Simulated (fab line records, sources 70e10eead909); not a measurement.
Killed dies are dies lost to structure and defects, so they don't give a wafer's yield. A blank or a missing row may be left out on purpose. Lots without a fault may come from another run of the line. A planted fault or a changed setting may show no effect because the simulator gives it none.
A struck lot beside a sound one | flow nand_harc | 14 steps out of a route of 1159
Sound: wafers L312.1, L312.2, L312.4. Struck: wafers L321.3, L321.6. (L321.2 of the same lot was not struck and is left out.) The cause comes at the end.
At each step with rows: each side's tool, then ch and its chambers, then its first start. Under that, the readings that differ: sound wafers | struck wafers | difference of the means | sigmas: that difference in standard deviations of wafers without a fault.
alike: readings whose means differ by less than 2 such deviations, and words and numbers that are the same on both sides. not compared: withheld readings, readings that some wafer has no value for, bounds like >300 that may hide the same value, and numbers for which the record gives no deviation and whose values overlap.
The two part at a step that has a row with sigmas, a row that says differs or no value, or rows on one side only. Numbers that don't overlap but have no deviation are shown without sigmas and don't part them. A reading that every wafer of one side lacks parts them only if that side has two wafers or more.

first, 1 step without rows for these wafers: NHARC_A_STAIRCASE_TRIM_222 (chemistry O2, time 211.2 s).
NHARC_A_STAIRCASE_ETCH_223: etches the open film in C4F8/O2, target depth 100 nm, time 40.5 s.
  sound on rie_diel-07 ch 0,1,2; struck on rie_diel-07 ch 1
  alike: chamber_pressure_mTorr, oes_product_au, rf_vpp_V
  not compared: rf_hours_counter_h
then, 1 step without rows for these wafers: NHARC_A_STAIRCASE_TRIM_224 (chemistry O2, time 211.2 s).
NHARC_A_STAIRCASE_ETCH_225: etches the open film in C4F8/O2, target depth 100 nm, time 40.5 s.
  sound on rie_diel-07 ch 0,2,3; struck on rie_diel-07 ch 0,2
  alike: chamber_pressure_mTorr, oes_product_au, rf_vpp_V
  not compared: rf_hours_counter_h
NHARC_A_STAIRCASE_TRIM_226: chemistry O2, time 211.2 s.
  sound on rie_diel-07 ch 0,1,3; struck on rie_diel-07 ch 0,2
  alike: chamber_pressure_mTorr, drypump_motor_current_A, oes_product_au, rf_vpp_V, showerhead_plenum_p_Torr, throttle_valve_pct
  not compared: rf_hours_counter_h
then, 1 step without rows for these wafers: NHARC_A_STAIRCASE_ETCH_227 (etches the open film in C4F8/O2, target depth 100 nm, time 40.5 s).
NHARC_A_STAIRCASE_TRIM_229: chemistry O2, time 211.2 s.
  sound on rie_diel-07 ch 0,1,3, day 12 14:00; struck on rie_diel-07 ch 0,2, day 15 16:47
  alike: chamber_pressure_mTorr, drypump_motor_current_A, oes_product_au, rf_vpp_V, showerhead_plenum_p_Torr, throttle_valve_pct
  not compared: rf_hours_counter_h
NHARC_A_STAIRCASE_ETCH_230: etches the open film in C4F8/O2, target depth 100 nm, time 40.5 s.
  sound on rie_diel-07 ch 0,1,3; struck on rie_diel-07 ch 0,3
  alike: chamber_pressure_mTorr, oes_product_au, rf_vpp_V
  not compared: rf_hours_counter_h
then, 3 steps without rows for these wafers: NHARC_A_STAIRCASE_TRIM_231 (chemistry O2, time 211.2 s); NHARC_A_STAIRCASE_ETCH_232 (etches the open film in C4F8/O2, target depth 100 nm, time 40.5 s); NHARC_A_STAIRCASE_TRIM_233 (chemistry O2, time 211.2 s).
NHARC_A_STAIRCASE_ETCH_234: etches the open film in C4F8/O2, target depth 100 nm, time 40.5 s.
  sound on rie_diel-07 ch 0,1,3, day 12 14:40; struck on rie_diel-07 ch 2, day 15 17:24
  reading               | sound             | struck      | difference | sigmas
  oes_product_au (a.u.) | 0.952 0.942 0.920 | 1.089 1.083 | +0.148     | +11
  alike: chamber_pressure_mTorr, rf_vpp_V
  not compared: rf_hours_counter_h
then, 1 step without rows for these wafers: NHARC_A_STAIRCASE_TRIM_235 (chemistry O2, time 211.2 s).
-- the record jumps here: 8 days lie between the struck wafers' starts before and after (it left off in module A_STAIRCASE and takes up again in module END, whose first step shown is number 1159 of the route) --
NHARC_END_SORT_01:
  sound on prober-01 ch 0, day 21 02:01; struck on prober-01 ch 0, day 23 23:43
  reading         | sound    | struck                                            | difference                   | sigmas
  hold            | - - -    | await_dispo/1.8h/release await_dispo/1.8h/release | no value on the sound wafers |
  killed_at_array | 24 27 29 | 278 283                                           | +254                         | +25
  killed_dies     | 28 30 30 | 283 283                                           | +254                         | +23
  alike: killed_at_other, killed_at_periphery, killed_open, killed_short

WHERE THEY PART
First at NHARC_A_STAIRCASE_ETCH_234; last, within this record, at NHARC_END_SORT_01.

WHY: what the simulator had put in
Process parameter drift: rie_diel-07, from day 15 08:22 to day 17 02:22, at NHARC_A_STAIRCASE_ETCH_234. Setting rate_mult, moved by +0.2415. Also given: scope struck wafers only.
